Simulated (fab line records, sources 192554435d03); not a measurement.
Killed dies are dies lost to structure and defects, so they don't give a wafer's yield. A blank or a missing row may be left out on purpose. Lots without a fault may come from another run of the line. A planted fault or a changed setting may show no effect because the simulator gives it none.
A struck lot beside a sound one | flow n5_finfet | 16 steps out of a route of 1938
Sound: wafers L379.1, L379.5, L379.6. Struck: wafer L398.2. (L398.4 of the same lot was not struck and is left out.) The cause comes at the end.
At each step with rows: each side's tool, then ch and its chambers, then its first start. Under that, the readings that differ: sound wafers | struck wafers | difference of the means | sigmas: that difference in standard deviations of wafers without a fault.
alike: readings whose means differ by less than 2 such deviations, and words and numbers that are the same on both sides. not compared: withheld readings, readings that some wafer has no value for, bounds like >300 that may hide the same value, and numbers for which the record gives no deviation and whose values overlap.
The two part at a step that has a row with sigmas, a row that says differs or no value, or rows on one side only. Numbers that don't overlap but have no deviation are shown without sigmas and don't part them. A reading that every wafer of one side lacks parts them only if that side has two wafers or more.

first, 1 step without rows for these wafers: N5_GATE_CUT_ETCH_36 (etches SiARC in CF4, target depth 13 nm, time 21.7 s).
N5_GATE_CUT_ETCH_37: etches SOC in N2/H2, target depth 60 nm, overetch 12 nm, time 90 s.
  sound on rie_diel-05 ch 0,3, day 4 14:22; struck on rie_diel-05 ch 3, day 9 07:19
  alike: drypump_motor_current_A, oes_product_au, rf_fwd_power_W, rf_vpp_V, showerhead_plenum_p_Torr, temp_c, throttle_valve_pct
  not compared: rf_hours_counter_h
then, 3 steps without rows for these wafers: N5_GATE_CUT_STRIP_38 (strips in N2/H2); N5_GATE_CUT_STRIP_39 (strips in N2/H2); N5_GATE_CUT_HM_OPEN_40 (chemistry C4F6/O2, target SiO2, target depth 139 nm, time 85.1 s).
N5_GATE_CUT_STRIP_41: strips in CF4.
  sound on rie_diel-05 ch 0,3, day 4 14:30; struck on rie_diel-05 ch 3, day 9 07:28
  alike: drypump_motor_current_A, oes_product_au, rf_fwd_power_W, rf_vpp_V, showerhead_plenum_p_Torr, throttle_valve_pct
  not compared: rf_hours_counter_h
then, 2 steps without rows for these wafers: N5_GATE_CUT_STRIP_42 (strips in O2); N5_GATE_CUT_ETCH_19 (etches SiNx in CH3F/O2, target depth 53.7 nm, time 76.7 s).
N5_GATE_CUT_CUT_ETCH_53: etches W in SF6/Cl2, target depth 79.2 nm.
  sound on rie_metal-01 ch 0,1, day 4 14:40; struck on rie_metal-03 ch 1, day 9 07:38
  reading                     | sound       | struck | difference | sigmas
  drypump_motor_current_A (A) | 5.3 5.3 5.3 | 6.5    | +1.2       | +3
  alike: SF6_flow_sccm, etch_rf_on_time_s, oes_product_au, rf_fwd_power_W, throttle_valve_pct
  not compared: rf_hours_counter_h
then, 2 steps without rows for these wafers: N5_GATE_CUT_CUT_ETCH_54 (etches TiN in Cl2/BCl3, target depth 96.7 nm); N5_GATE_CUT_CUT_ETCH_55 (etches HfO2 in BCl3, target depth 3.2 nm).
N5_GATE_CUT_ETCH_47: etches SiO2 in Cl2/BCl3, target depth 10 nm.
  sound on rie_metal-01 ch 0,1, day 4 14:49; struck on rie_metal-03 ch 1, day 9 07:47
  reading                     | sound       | struck | difference | sigmas
  drypump_motor_current_A (A) | 5.3 5.3 5.3 | 6.5    | +1.2       | +3
  rf_fwd_power_W (W)          | 981 982 987 | 968    | -15        | -3
  alike: oes_product_au, throttle_valve_pct
  not compared: rf_hours_counter_h
N5_GATE_CUT_VAPOR_ETCH_48: etches TiN in BCl3/Cl2.
  sound on rie_metal-01 ch 0,1, day 4 14:51; struck on rie_metal-03 ch 1, day 9 07:49
  reading                     | sound          | struck | difference | sigmas
  drypump_motor_current_A (A) | 5.3 5.3 5.3    | 6.5    | +1.2       | +3
  oes_product_au (a.u.)       | 0.91 0.90 0.91 | 1.31   | +0.40      | +5
N5_GATE_CUT_VAPOR_ETCH_49: etches TiAlC in BCl3/Cl2.
  sound on rie_metal-01 ch 0,1, day 4 14:53; struck on rie_metal-03 ch 1, day 9 07:51
  reading                     | sound       | struck | difference | sigmas
  drypump_motor_current_A (A) | 5.3 5.3 5.4 | 6.4    | +1.1       | +3
  alike: oes_product_au
-- the record jumps here: 4 days lie between the struck wafers' starts before and after (it left off in module GATE_CUT and takes up again in module BEOL_M4, whose first step shown is number 1111 of the route) --
N5_BEOL_M4_RC_MEAS_101:
  sound on prober-02 ch 0, day 7 14:16; struck on prober-02 ch 0, day 12 21:04
  alike: DIBL_N, DIBL_P, IOFF_N, IOFF_P, ION_N, ION_P, SS_N, SS_P, VT_N, VT_P
N5_PASSIVATION_PROBE_49:
  the record has rows for the sound wafers here (prober-02, day 12 02:19) and none for the struck ones

WHERE THEY PART
First at N5_GATE_CUT_CUT_ETCH_53; last, within this record, at N5_PASSIVATION_PROBE_49.

WHY: what the simulator had put in
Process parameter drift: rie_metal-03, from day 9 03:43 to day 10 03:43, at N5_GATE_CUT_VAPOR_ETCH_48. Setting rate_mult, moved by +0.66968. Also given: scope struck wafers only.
